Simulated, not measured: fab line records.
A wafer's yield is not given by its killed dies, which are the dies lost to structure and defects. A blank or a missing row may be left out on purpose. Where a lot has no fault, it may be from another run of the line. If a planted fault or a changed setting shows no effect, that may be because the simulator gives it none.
Problem report, 8D (eight disciplines) form, completed by code | flow nandHarc | the parts of the form that need people (team, actions taken, sign-off) are left out

== 1. PROBLEM STATEMENT ==
Wafers without a fault read 55, standard deviation 19; killedAtArray at NHARC_END_SORT_01 reads a mean of 434 on 3 wafers belonging to 3 lots. That is +20 standard deviations from the usual mean.
Earliest sighting: wafer L327.3 on prober-02 at day 27 21:37. Wafers with a number at this step in the record: 9, from 3 lots. Rule for "out", or "out of limits": more than 4 standard deviations from the usual mean. All remaining wafers that have a number are taken as sound.

== 2. WHAT IT IS; WHAT IT IS NOT ==
question                    | is                        | is not
which readings at this step | killedAtArray, killedDies | killedAtOther, killedAtPeriphery, killedOpen, killedShort
which lots                  | L327, L330, L332          | -
which wafers of those lots  | L327.3, L330.3, L332.2    | L327.5, L327.6, L330.5, L330.6, L332.5, L332.6
read on which gauges        | prober-01, prober-02      | -
when                        | from day 27 21:37         | up to then (0 sound wafers); but 6 sound wafers of L327, L330, L332 came after

== 3. THE SUSPECTS, EACH WITH WHAT RULES IT OUT ==
Counting: any tool at a process step up to the reading remains a suspect provided it ran every lot that is out. Sound lots after the first of them don't rule it out here, since some wafers of a struck lot are sound.
- ruled out: the gauge at NHARC_END_SORT_01. The wafers that are out were read on 2 gauges (prober-01, prober-02).
- plasmaAsher-01 at NHARC_A_STAIRCASE_STRIP_175 (strips in O2): kept. It ran every lot that is out, first L327 (day 19 00:43).
- rieDiel-13 at NHARC_A_STAIRCASE_ETCH_203 (etches the open film in C4F8/O2, target depth 100 nm, time 40.5 s): kept. It ran every lot that is out, first L327 (day 19 04:05). Out on those wafers are its own readings of oesProductAu.
After counting, plasmaAsher-01 at NHARC_A_STAIRCASE_STRIP_175 and rieDiel-13 at NHARC_A_STAIRCASE_ETCH_203 remain.

== 4. THE CAUSE (what the simulator had put in) ==
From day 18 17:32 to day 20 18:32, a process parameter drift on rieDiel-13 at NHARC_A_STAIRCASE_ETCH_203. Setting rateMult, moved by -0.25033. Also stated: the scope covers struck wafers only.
Counting leaves 2 suspects; this tool is one of them.

== 5. THE CHAIN OF EFFECTS, in route order ==
Rows list readings where the struck wafers' mean (over those with a number) sits beyond 3 standard deviations from the usual. Scope: only readings with a usual standard deviation given in the record; hours: median across lots of the time from each lot's start at the first step in this table that gives one to its start at this step; sigmas: change in usual standard deviations.
hours | step                       | reading       | usual      | on struck wafers | change | sigmas
0     | NHARC_A_STAIRCASE_ETCH_203 | oesProductAu  | 0.942 a.u. | 0.805            | -0.137 | -12
210   | NHARC_END_SORT_01          | killedAtArray | 55         | 434              | +379   | +20
210   | NHARC_END_SORT_01          | killedDies    | 60         | 436              | +376   | +19
Its process steps:
- NHARC_A_STAIRCASE_ETCH_203: etches the open film in C4F8/O2, target depth 100 nm, time 40.5 s.

== 6. HOW IT WOULD HAVE BEEN CAUGHT EARLIER ==
220 hours passed between the start of the fault at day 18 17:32 and the first reading out of limits at a measuring or inspecting step in this record, taken at day 27 21:37.
Tool's own readings at NHARC_A_STAIRCASE_ETCH_203, oesProductAu: out on all struck wafers the step has rows for; an alarm limit on them would have tripped on the first.
The start of NHARC_A_STAIRCASE_ETCH_203 on rieDiel-13 came by day 27 21:37 for every one of the lots that are out (3). Holding the tool at that point would not have protected any of them.
